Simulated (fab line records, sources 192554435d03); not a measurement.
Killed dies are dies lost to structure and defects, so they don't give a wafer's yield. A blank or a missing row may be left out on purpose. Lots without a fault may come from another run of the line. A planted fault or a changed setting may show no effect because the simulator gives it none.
Split-lot experiment | flow n5_finfet | 7 lots, 21 wafers read, on a route of 1938 steps

THE SPLIT
At N5_PASSIVATION_EXPOSE_07 (exposes mask TV, defocus 0 nm, target cd 3000 nm), the setting dose_mj was moved away from the recipe's 22.75 on 3 of the 21 wafers read, by -6.2% to -5.3%. The other wafers ran this setting at the recipe's value.

FROM THE SPLIT TO THE READING: what the file shows between them, 3 steps
- N5_PASSIVATION_PEB_08
- N5_PASSIVATION_DEVELOP_09: develop time 60 s
- N5_PASSIVATION_HARDBAKE_11: time 120 s

THE READING
cd_nm, in nm, at N5_PASSIVATION_CD_MEAS_10 (target cd 3000 nm). Fault-free wafers of this fab line usually give 2999.9 nm, standard deviation 1.7 nm.

wafer  | tool, chamber at the split | dose_mj as run | against the recipe | cd_nm, nm | against lot-mates on the recipe
L075.2 | krf_scanner-01, 0          | 22.75          | recipe             | 3001.7    | -
L075.3 | krf_scanner-01, 0          | 22.75          | recipe             | 3003.9    | -
L075.5 | krf_scanner-01, 0          | 22.75          | recipe             | 3003.6    | -
L076.2 | krf_scanner-01, 0          | 22.75          | recipe             | 3003.3    | -
L076.3 | krf_scanner-01, 0          | 22.75          | recipe             | 3000.8    | -
L076.6 | krf_scanner-01, 0          | 22.75          | recipe             | 2999.5    | -
L080.2 | krf_scanner-02, 0          | 22.75          | recipe             | 3000.1    | -
L080.3 | krf_scanner-02, 0          | 22.75          | recipe             | 3002.5    | -
L080.5 | krf_scanner-02, 0          | 21.55          | -5.3%              | 2990.0    | -11.3
L082.3 | krf_scanner-01, 0          | 22.75          | recipe             | 3000.3    | -
L082.4 | krf_scanner-01, 0          | 22.75          | recipe             | 3002.1    | -
L082.6 | krf_scanner-01, 0          | 22.75          | recipe             | 3002.2    | -
L086.1 | krf_scanner-01, 0          | 22.75          | recipe             | 3000.6    | -
L086.4 | krf_scanner-01, 0          | 22.75          | recipe             | 3000.3    | -
L086.5 | krf_scanner-01, 0          | 22.75          | recipe             | 3000.1    | -
L085.2 | krf_scanner-01, 0          | 21.35          | -6.2%              | 2986.4    | -14.4
L085.3 | krf_scanner-01, 0          | 21.35          | -6.2%              | 2985.2    | -15.6
L085.4 | krf_scanner-01, 0          | 22.75          | recipe             | 3000.8    | -
L096.1 | krf_scanner-02, 0          | 22.75          | recipe             | 2997.6    | -
L096.4 | krf_scanner-02, 0          | 22.75          | recipe             | 2998.4    | -
L096.6 | krf_scanner-02, 0          | 22.75          | recipe             | 2996.5    | -

THE FIT
A straight line over all 21 wafers: cd_nm changes by +2.33 nm for each +1% of dose_mj; r = +0.93; the points scatter about the line by 2 nm.
The same after taking each lot's own level away (the mean of its wafers on the recipe; 21 wafers): +2.36 nm for each +1%; r = +0.98; scatter 1 nm.
On that fit, the largest move of dose_mj shifts the reading by 15 nm.
The lots' own levels span 2997.50 to 3003.07 nm, that is 3.3 times the standard deviation above.
So the lot-to-lot level changes the slope little: the two slopes agree.
Check: with one of the wafers moved furthest among these (-6.2%) left out of the fit, the line predicts -14.6 nm for it against its lot-mates. It came out at -14.4 nm against them.

OTHER SPLITS ON THESE WAFERS
These wafers also went through other splits before the reading. Each is held against what the fit with the lots' levels taken away leaves over:
other split on the same wafers             | wafers away from the commonest value | r with cd_nm (lot level and that fit taken away)
N5_BEOL_M14_DESCUM_15 time_s               | 12                                   | +0.00
N5_BEOL_M14_TRENCH_ETCH_34 time_s          | 6                                    | -0.13
N5_BEOL_M14_SPUTTER_43 power_w             | 8                                    | -0.28
N5_MIM_TOP_LITHO_EXPOSE_05 dose_mj         | 9                                    | +0.09
N5_MIM_TOP_LITHO_DEVELOP_07 develop_time_s | 9                                    | -0.09

THE FILE'S OWN FIT
cd_nm changes by +2.31 nm for each +1% of dose_mj, r = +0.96.
